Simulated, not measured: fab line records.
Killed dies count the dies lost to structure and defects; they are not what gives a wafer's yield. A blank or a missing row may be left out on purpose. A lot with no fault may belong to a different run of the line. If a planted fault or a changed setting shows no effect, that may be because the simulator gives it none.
Check for tools in common || flow n5 finfet || 10 lots, 29 wafers sampled

WHAT PROMPTED THE OPENING
N5_BEOL_M4_RC_MEAS_101, reading RS_NWELL: flagged on 3 of 10 lots. No-fault wafers: 1035 ohm/sq, standard deviation 6.5.
Rule: a lot is flagged in two cases, either no wafer of it has a number, or all its wafers with numbers fall more than 4 standard deviations from that mean. The rest of the lots are taken to be sound.

{"lot": "L266", "measured": "day 9 03:20", "on": "prober-01", "RS_NWELL (ohm/sq), wafer by wafer": "1042 1039 1048", "flag": ""}
{"lot": "L269", "measured": "day 9 07:29", "on": "prober-01", "RS_NWELL (ohm/sq), wafer by wafer": "818 827 826", "flag": "FLAGGED"}
{"lot": "L271", "measured": "day 9 12:55", "on": "prober-02", "RS_NWELL (ohm/sq), wafer by wafer": "820 822 827", "flag": "FLAGGED"}
{"lot": "L272", "measured": "day 10 11:09", "on": "prober-01", "RS_NWELL (ohm/sq), wafer by wafer": "823 835 824", "flag": "FLAGGED"}
{"lot": "L279", "measured": "day 12 15:23", "on": "prober-01", "RS_NWELL (ohm/sq), wafer by wafer": "1020 1026 1019", "flag": ""}
{"lot": "L282", "measured": "day 13 01:31", "on": "prober-02", "RS_NWELL (ohm/sq), wafer by wafer": "1043 1033 1039", "flag": ""}
{"lot": "L284", "measured": "day 13 09:27", "on": "prober-02", "RS_NWELL (ohm/sq), wafer by wafer": "1025 1033 1035", "flag": ""}
{"lot": "L285", "measured": "day 13 21:09", "on": "prober-02", "RS_NWELL (ohm/sq), wafer by wafer": "1038 1041 1042", "flag": ""}
{"lot": "L286", "measured": "day 13 22:59", "on": "prober-01", "RS_NWELL (ohm/sq), wafer by wafer": "1039 1043", "flag": ""}
{"lot": "L288", "measured": "day 14 14:57", "on": "prober-02", "RS_NWELL (ohm/sq), wafer by wafer": "1033 1029 1033", "flag": ""}
Average over the flagged lots: 825 ohm/sq; offset from the usual -210 ohm/sq, equal to -32 standard deviations.

LOT BY LOT: THE TOOL USED
The record holds 2 process steps before the reading, out of a route of 1938 steps. Every cell lists first the tool, next ch and the chambers used by the sampled wafers, and last the start.
{"lot": "L266", "flag": "", "N5_ZERO_LAYER_DESCUM_16": "rie diel-06 ch 0,1,3, day 1 12:53", "N5_WELL_APT_IMPLANT_14": "implanter-01 ch 0, day 1 14:05"}
{"lot": "L269", "flag": "FLAGGED", "N5_ZERO_LAYER_DESCUM_16": "rie diel-01 ch 1,2, day 2 06:41", "N5_WELL_APT_IMPLANT_14": "implanter-01 ch 0, day 2 07:56"}
{"lot": "L271", "flag": "FLAGGED", "N5_ZERO_LAYER_DESCUM_16": "rie diel-05 ch 0,1,3, day 2 18:41", "N5_WELL_APT_IMPLANT_14": "implanter-01 ch 0, day 2 20:07"}
{"lot": "L272", "flag": "FLAGGED", "N5_ZERO_LAYER_DESCUM_16": "rie diel-01 ch 1,2,3, day 3 00:41", "N5_WELL_APT_IMPLANT_14": "implanter-01 ch 0, day 3 01:55"}
{"lot": "L279", "flag": "", "N5_ZERO_LAYER_DESCUM_16": "rie diel-06 ch 0,2,3, day 4 18:42", "N5_WELL_APT_IMPLANT_14": "implanter-02 ch 0, day 4 19:56"}
{"lot": "L282", "flag": "", "N5_ZERO_LAYER_DESCUM_16": "rie diel-06 ch 0,2,3, day 5 12:50", "N5_WELL_APT_IMPLANT_14": "implanter-01 ch 0, day 5 14:01"}
{"lot": "L284", "flag": "", "N5_ZERO_LAYER_DESCUM_16": "rie diel-06 ch 1,2,3, day 6 00:41", "N5_WELL_APT_IMPLANT_14": "implanter-01 ch 0, day 6 02:10"}
{"lot": "L285", "flag": "", "N5_ZERO_LAYER_DESCUM_16": "rie diel-01 ch 0,2,3, day 6 06:51", "N5_WELL_APT_IMPLANT_14": "implanter-02 ch 0, day 6 08:04"}
{"lot": "L286", "flag": "", "N5_ZERO_LAYER_DESCUM_16": "rie diel-05 ch 1, day 6 12:41", "N5_WELL_APT_IMPLANT_14": "implanter-01 ch 0, day 6 13:52"}
{"lot": "L288", "flag": "", "N5_ZERO_LAYER_DESCUM_16": "rie diel-06 ch 0,2,3, day 7 00:49", "N5_WELL_APT_IMPLANT_14": "implanter-01 ch 0, day 7 02:02"}
These steps, and what they do:
- N5_ZERO_LAYER_DESCUM_16: chemistry O2, time 7.9 s.
- N5_WELL_APT_IMPLANT_14
- N5_BEOL_M4_RC_MEAS_101

FLAGGED OVER TOTAL, TOOL BY TOOL (the gauges that took the reading come last)
{"step": "N5_ZERO_LAYER_DESCUM_16", "tool": "rie diel-01", "lots run": 3, "flagged": 2, "share of the flagged lots": "some", "sound lots run after its first flagged lot": "1 (L285)"}
{"step": "N5_ZERO_LAYER_DESCUM_16", "tool": "rie diel-05", "lots run": 2, "flagged": 1, "share of the flagged lots": "some", "sound lots run after its first flagged lot": "1 (L286)"}
{"step": "N5_ZERO_LAYER_DESCUM_16", "tool": "rie diel-06", "lots run": 5, "flagged": 0, "share of the flagged lots": "none", "sound lots run after its first flagged lot": "-"}
{"step": "N5_WELL_APT_IMPLANT_14", "tool": "implanter-01", "lots run": 8, "flagged": 3, "share of the flagged lots": "all", "sound lots run after its first flagged lot": "4 (L282,L284,L286,L288)"}
{"step": "N5_WELL_APT_IMPLANT_14", "tool": "implanter-02", "lots run": 2, "flagged": 0, "share of the flagged lots": "none", "sound lots run after its first flagged lot": "-"}
{"step": "N5_BEOL_M4_RC_MEAS_101", "tool": "prober-01", "lots run": 5, "flagged": 2, "share of the flagged lots": "some", "sound lots run after its first flagged lot": "2 (L279,L286)"}
{"step": "N5_BEOL_M4_RC_MEAS_101", "tool": "prober-02", "lots run": 5, "flagged": 1, "share of the flagged lots": "some", "sound lots run after its first flagged lot": "4 (L282,L284,L285,L288)"}

THE TABLE: WHAT IT ALLOWS
1 row of the table ran every flagged lot: implanter-01 at N5_WELL_APT_IMPLANT_14.
- implanter-01 at N5_WELL_APT_IMPLANT_14: 3 of its 8 lots flagged. Sound lots followed the first flagged one (L282, L284, L286, L288) on it, something a lasting fault affecting the whole tool could not allow. Its own readings (dose ions cm2, faraday current uA) fall more than 4 standard deviations out on all wafers of the flagged lots.
Every row of the table either missed a flagged lot or ran a sound lot after the first.

WHAT WAS PUT IN BY THE SIMULATOR
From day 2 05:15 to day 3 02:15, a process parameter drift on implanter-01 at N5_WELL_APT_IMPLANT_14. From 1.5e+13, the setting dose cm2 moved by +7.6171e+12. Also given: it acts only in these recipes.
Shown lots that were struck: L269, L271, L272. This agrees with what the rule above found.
